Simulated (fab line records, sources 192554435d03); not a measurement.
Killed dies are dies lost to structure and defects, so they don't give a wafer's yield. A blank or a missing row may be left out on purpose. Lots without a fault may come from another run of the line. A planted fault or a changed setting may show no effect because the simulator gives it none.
One fault seen from 2 desks | flow n5_finfet | each desk has only its own numbers; what lay behind them comes last

THE TOOL OWNER'S DESK: rie_diel-04
The tool's own readings at N5_FIN_SAQP_ETCH_34 (etches SiO2 in C4F6/O2, target depth 45 nm, time 15 s): means of the sampled wafers that have a number, for each lot that ran on this tool. A lot is out of limits, marked OUT, if its mean lies more than 4 standard deviations from the usual mean; the brackets give that distance.
Columns: A = drypump_motor_current_A at N5_FIN_SAQP_ETCH_34, usual 5.5 A; B = etch_rf_on_time_s at N5_FIN_SAQP_ETCH_34, usual 15.07 s; C = oes_product_au at N5_FIN_SAQP_ETCH_34, usual 0.66 a.u.; D = rf_vpp_V at N5_FIN_SAQP_ETCH_34, usual 666 V; E = showerhead_plenum_p_Torr at N5_FIN_SAQP_ETCH_34, usual 2.83 Torr; F = throttle_valve_pct at N5_FIN_SAQP_ETCH_34, usual 21.05 %
lot  | first seen here | A   | B               | C    | D   | E    | F
L162 | day 3 02:22     | 5.7 | 15.04           | 0.63 | 659 | 2.82 | 21.20
L164 | day 3 14:35     | 5.5 | 15.12           | 0.62 | 659 | 2.88 | 21.24
L165 | day 3 22:08     | 5.5 | 14.99           | 0.69 | 664 | 2.75 | 21.08
L169 | day 5 02:53     | 5.8 | 11.27 (-25) OUT | 0.73 | 660 | 2.73 | 21.30
L174 | day 6 02:38     | 5.3 | 13.04 (-14) OUT | 0.77 | 667 | 2.75 | 21.12
This desk's finding: out of limits on L169, L174; first on L169, day 5 02:53 (etch_rf_on_time_s at N5_FIN_SAQP_ETCH_34). In limits: L162, L164, L165.

THE METROLOGY DESK
What the gauges read, lot by lot, whatever tool the lot ran on: means of the sampled wafers that have a number. A lot is out of limits, marked OUT, if its mean lies more than 4 standard deviations from the usual mean; the brackets give that distance. Of its 10 readings 7 are shown: those that lie furthest out on some lot.
Columns: A = DIBL_N at N5_BEOL_M4_RC_MEAS_101, usual 36.9 mV/V; B = DIBL_P at N5_BEOL_M4_RC_MEAS_101, usual 36.7 mV/V; C = IOFF_N at N5_BEOL_M4_RC_MEAS_101, usual 0.17 nA/um; D = IOFF_P at N5_BEOL_M4_RC_MEAS_101, usual 0.22 nA/um; E = SS_P at N5_BEOL_M4_RC_MEAS_101, usual 73.4 mV/dec; F = VT_N at N5_BEOL_M4_RC_MEAS_101, usual 249 mV; G = VT_P at N5_BEOL_M4_RC_MEAS_101, usual -250 mV
lot  | first seen here | A    | B    | C    | D    | E    | F   | G
L160 | day 8 18:03     | 36.6 | 35.3 | 0.16 | 0.17 | 73.4 | 250 | -256
L162 | day 9 03:32     | 38.3 | 39.8 | 0.19 | 0.23 | 74.2 | 247 | -250
L164 | day 9 04:58     | 37.7 | 39.4 | 0.20 | 0.23 | 74.2 | 248 | -252
L165 | day 9 08:10     | 36.3 | 36.7 | 0.16 | 0.23 | 73.4 | 248 | -247
L169 | day 10 16:14    | 35.0 | 34.2 | 0.14 | 0.19 | 72.2 | 252 | -250
L174 | day 11 13:01    | 36.8 | 36.6 | 0.15 | 0.18 | 72.8 | 252 | -252
L178 | day 13 01:27    | 35.9 | 37.4 | 0.16 | 0.21 | 73.4 | 249 | -249
L179 | day 13 05:11    | 34.4 | 33.5 | 0.13 | 0.18 | 73.3 | 255 | -252
L181 | day 14 00:20    | 38.8 | 38.4 | 0.18 | 0.24 | 73.9 | 251 | -248
This desk's finding: nothing out of limits on any of the 9 lots.

PUT TOGETHER
The tool owner's desk could have raised an alarm at day 5 02:53, on L169, L174.
The metrology desk saw nothing out of limits.
The metrology desk has L169, L174 on record, within its limits.
Of the lots named, all ran N5_FIN_SAQP_ETCH_34 on rie_diel-04.

WHAT THE SIMULATOR HAD PUT IN
Process parameter drift: rie_diel-04, from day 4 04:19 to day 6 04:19, at N5_FIN_SAQP_ETCH_34. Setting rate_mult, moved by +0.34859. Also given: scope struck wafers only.
Lots struck among those shown: L169, L174.
Hours from the fault's start to each desk's first reading out of limits: the tool owner's desk, 23.
